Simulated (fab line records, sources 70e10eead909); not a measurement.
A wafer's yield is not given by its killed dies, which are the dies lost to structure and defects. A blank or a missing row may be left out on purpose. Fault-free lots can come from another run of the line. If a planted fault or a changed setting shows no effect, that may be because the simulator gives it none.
Code-filled problem report in 8D (eight disciplines) form :: flow nandHarc :: the parts of the form that need people (team, actions taken, sign-off) are left out

1. PROBLEM STATEMENT
At NHARC_END_SORT_01, killedAtArray averages 124 over 4 wafers from 3 lots, while fault-free wafers read 24, standard deviation 8.4. Relative to the usual mean, that is a shift of +12 standard deviations.
Seen first at day 21 22:02 on prober-02, wafer L484.5. Wafers with a number at this step in the record: 4, from 3 lots. Rule for "out", or "out of limits": more than 4 standard deviations from the usual mean. The rest of the wafers with a number are treated as sound.

2. WHAT IT IS AND WHAT IT IS NOT
question: which readings at this step
is: killedAtArray, killedDies
is not: killedAtPeriphery, killedOpen, killedShort

question: which lots
is: L484, L488, L489
is not: -

question: which wafers of those lots
is: all that have a number
is not: -

question: read on which gauges
is: prober-01, prober-02
is not: -

question: when
is: from day 21 22:02
is not: up to then (0 sound wafers)

3. THE SUSPECTS, EACH WITH WHAT RULES IT OUT
Counting: a tool at a process step up to the reading stays a suspect if it ran every lot that is out and no sound lot after the first of them.
- ruled out: the gauge at NHARC_END_SORT_01. 2 gauges (prober-01, prober-02) read the wafers that are out.
- harCapEtch-03 at NHARC_A_CONTACT_ETCH_114 (etches the open film in C4F8/O2/Ar, time 94 s, target depth 922 nm): kept. It ran every lot that is out, first L484 (day 18 04:21), and no sound lot after that.
Remaining after the count: harCapEtch-03 at NHARC_A_CONTACT_ETCH_114.

4. THE CAUSE (what the simulator had put in)
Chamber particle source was harCapEtch-03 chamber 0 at NHARC_A_CONTACT_ETCH_114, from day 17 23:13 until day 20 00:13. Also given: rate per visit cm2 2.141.
After counting, this tool was the only one left.

5. THE CHAIN OF EFFECTS, in route order
Each row: a reading where the mean over the struck wafers with a number is more than 3 standard deviations away from the usual. Only readings whose record carries a usual standard deviation are examined. hours: median over the lots of the time between each lot's start at the first step of this table that gives one and its start at this step. sigmas: the change, counted in usual standard deviations.
hours: 0
step: NHARC_END_SORT_01
reading: killedAtArray
usual: 24
on struck wafers: 124
change: +100
sigmas: +12

hours: 0
step: NHARC_END_SORT_01
reading: killedDies
usual: 27
on struck wafers: 129
change: +102
sigmas: +12

6. WHAT WOULD HAVE CAUGHT IT SOONER
The first out-of-limits reading at a measuring or inspecting step in this record came at day 21 22:02, 95 hours after the fault's start at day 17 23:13.
The start of NHARC_A_CONTACT_ETCH_114 on harCapEtch-03 came by day 21 22:02 for every one of the lots that are out (3). None of them would have been spared by holding the tool at that moment.
